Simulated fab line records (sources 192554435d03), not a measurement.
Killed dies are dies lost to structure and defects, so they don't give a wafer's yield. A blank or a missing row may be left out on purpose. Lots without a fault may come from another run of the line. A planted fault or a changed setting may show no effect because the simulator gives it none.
2 desks, one fault ; flow n5Finfet ; numbers are kept per desk, each desk with only its own; the story behind them comes last

== FOR THE TOOL OWNER'S DESK: lithoTrack-02 ==
The tool's own readings at N5_BEOL_M13_COAT_65 (time 60 s, resist thk 350 nm): means of the sampled wafers that have a number, for each lot that ran on this tool. If a lot's mean is further than 4 standard deviations from the usual mean, the lot is out of limits and carries the mark OUT (the distance appears in the brackets).
Columns: A = heaterPowerTotalW at N5_BEOL_M13_COAT_65, usual 500.4 W; B = plateTempC at N5_BEOL_M13_COAT_65, usual 250.03 C
lot;first seen here;A;B
L152;day 11 01:51;499.7;250.08
L153;day 11 13:32;499.7;249.95
L155;day 12 04:22;500.4;250.14
L163;day 14 11:49;484.5 (-8.9) OUT;243.90 (-44) OUT
L164;day 14 16:10;484.8 (-8.7) OUT;243.85 (-44) OUT
This desk's verdict: out of limits on L163, L164, starting with L163 at day 14 11:49 (heaterPowerTotalW at N5_BEOL_M13_COAT_65). In limits: L152, L153, L155.

== FROM THE METROLOGY DESK ==
Means of the sampled wafers that have a number, per lot and without regard to the tool the lot ran on: this is what the gauges read. If a lot's mean is further than 4 standard deviations from the usual mean, the lot is out of limits and carries the mark OUT (the distance appears in the brackets).
Columns: A = M13_OVL at N5_BEOL_M13_OVL_MEAS_29, usual 3 nm
lot;first seen here;A
L150;day 10 23:38;0
L152;day 11 02:18;4
L153;day 11 13:59;-2
L155;day 12 04:41;8
L154;day 12 04:56;10
L156;day 12 05:05;-7
L163;day 14 12:16;1
L164;day 14 16:29;12
L167;day 15 11:02;0
L169;day 15 11:44;-1
L172;day 16 23:16;9
Result from this desk: across the 11 lots, nothing is out of limits.

== BROUGHT TOGETHER ==
On L163, L164, at day 14 11:49, an alarm was possible from the tool owner's desk.
The metrology desk saw nothing out of limits.
The metrology desk holds a record of L163, L164, inside its limits.
Of the lots named, all ran N5_BEOL_M13_COAT_65 on lithoTrack-02.

== WHAT THE SIMULATOR HAD PUT IN ==
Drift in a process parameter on lithoTrack-02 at N5_BEOL_M13_COAT_65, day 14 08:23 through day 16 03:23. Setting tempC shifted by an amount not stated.
Struck lots among those shown: L163, L164.
How many hours passed from the start of the fault until each desk's first out-of-limits reading: the tool owner's desk, 3.
